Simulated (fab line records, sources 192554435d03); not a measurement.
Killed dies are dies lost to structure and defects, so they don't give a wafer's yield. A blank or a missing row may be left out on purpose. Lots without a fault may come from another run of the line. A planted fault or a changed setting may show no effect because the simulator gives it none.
Which tool did it? | flow n5_finfet | 10 lots, 30 wafers sampled, at 4 steps of a route of 1938

WHAT THE GAUGES READ, wafer by wafer
N5_BEOL_M8_THK_MEAS_53: measures by xrf.
lot  | measured     | on            | M8_THK (nm)
L481 | day 10 05:50 | film_metro-02 | 83.9 85.4 83.1
L484 | day 10 17:47 | film_metro-02 | 79.7 84.7 83.1
L491 | day 12 10:58 | film_metro-01 | 80.3 80.1 82.8
L490 | day 12 11:47 | film_metro-02 | 76.8 83.5 75.6
L492 | day 13 09:18 | film_metro-01 | 74.0 74.6 78.8
L498 | day 13 21:44 | film_metro-02 | 82.4 82.9 78.6
L499 | day 14 16:21 | film_metro-02 | 83.3 78.3 81.9
L502 | day 15 10:27 | film_metro-01 | 77.6 79.2 77.9
L504 | day 16 06:17 | film_metro-02 | 79.8 77.0 82.0
L503 | day 16 09:43 | film_metro-02 | 80.2 79.8 76.3

WHICH TOOL RAN EACH LOT (tool, then ch and the chambers of the sampled wafers, then the start)
lot  | N5_BEOL_M8_DESCUM_33               | N5_BEOL_M8_ETCH_72                 | N5_BEOL_M8_ALD_77
L481 | rie_diel-03 ch 2,3, day 10 01:19   | rie_diel-03 ch 2,3, day 10 01:20   | ald_metal-02 ch 0,2, day 10 02:27
L484 | rie_diel-05 ch 1,3, day 10 13:29   | rie_diel-05 ch 1,3, day 10 13:32   | ald_metal-03 ch 0,1,3, day 10 14:41
L491 | rie_diel-03 ch 1,2,3, day 12 07:51 | rie_diel-03 ch 1,2,3, day 12 07:53 | ald_metal-02 ch 0,2,3, day 12 09:19
L490 | rie_diel-01 ch 1,2, day 12 08:08   | rie_diel-01 ch 1,2, day 12 08:10   | ald_metal-02 ch 0,3, day 12 10:02
L492 | rie_diel-01 ch 0,1, day 13 06:23   | rie_diel-01 ch 0,1, day 13 06:25   | ald_metal-01 ch 0,1, day 13 07:55
L498 | rie_diel-01 ch 0,1,2, day 13 19:07 | rie_diel-01 ch 0,1,2, day 13 19:10 | ald_metal-03 ch 1,2,3, day 13 20:13
L499 | rie_diel-01 ch 2,3, day 14 13:08   | rie_diel-01 ch 2,3, day 14 13:10   | ald_metal-03 ch 1,2,3, day 14 14:18
L502 | rie_diel-03 ch 0,2, day 15 06:17   | rie_diel-03 ch 0,2, day 15 06:19   | ald_metal-02 ch 0,1, day 15 08:07
L504 | rie_diel-03 ch 1,2, day 16 02:19   | rie_diel-03 ch 1,2, day 16 02:22   | ald_metal-02 ch 1,2, day 16 04:54
L503 | rie_diel-03 ch 0,1,2, day 16 05:43 | rie_diel-03 ch 0,1,2, day 16 05:45 | ald_metal-02 ch 0,1,3, day 16 07:59
- N5_BEOL_M8_DESCUM_33: chemistry O2, time 7 s.
- N5_BEOL_M8_ETCH_72: etches underlayer in N2/H2, target depth 6.5 nm, time 5.2 s.
- N5_BEOL_M8_ALD_77: deposits TaN, target thk 2 nm, pulse time 2 s, purge time 3 s.

THE ANSWER, worked out from the rows above alone
Rule: what is usual is taken from the lots themselves. Put in order of their means at a reading, lots are off if they are a third of the lots or fewer, leave a main group of 4 or more, and stand apart from it by a gap of 3 or more times the standard deviation of the main group's means; of several such gaps the widest counts. A main group whose means are all the same, to the digits that the tables above print for the reading, isn't used. A lot without any number at a reading at which 4 lots or more have one is off too. The other lots that the step has rows for count as sound.
No lot is off at any reading shown: from this, nothing can be told.

WHAT THE SIMULATOR HAD PUT IN
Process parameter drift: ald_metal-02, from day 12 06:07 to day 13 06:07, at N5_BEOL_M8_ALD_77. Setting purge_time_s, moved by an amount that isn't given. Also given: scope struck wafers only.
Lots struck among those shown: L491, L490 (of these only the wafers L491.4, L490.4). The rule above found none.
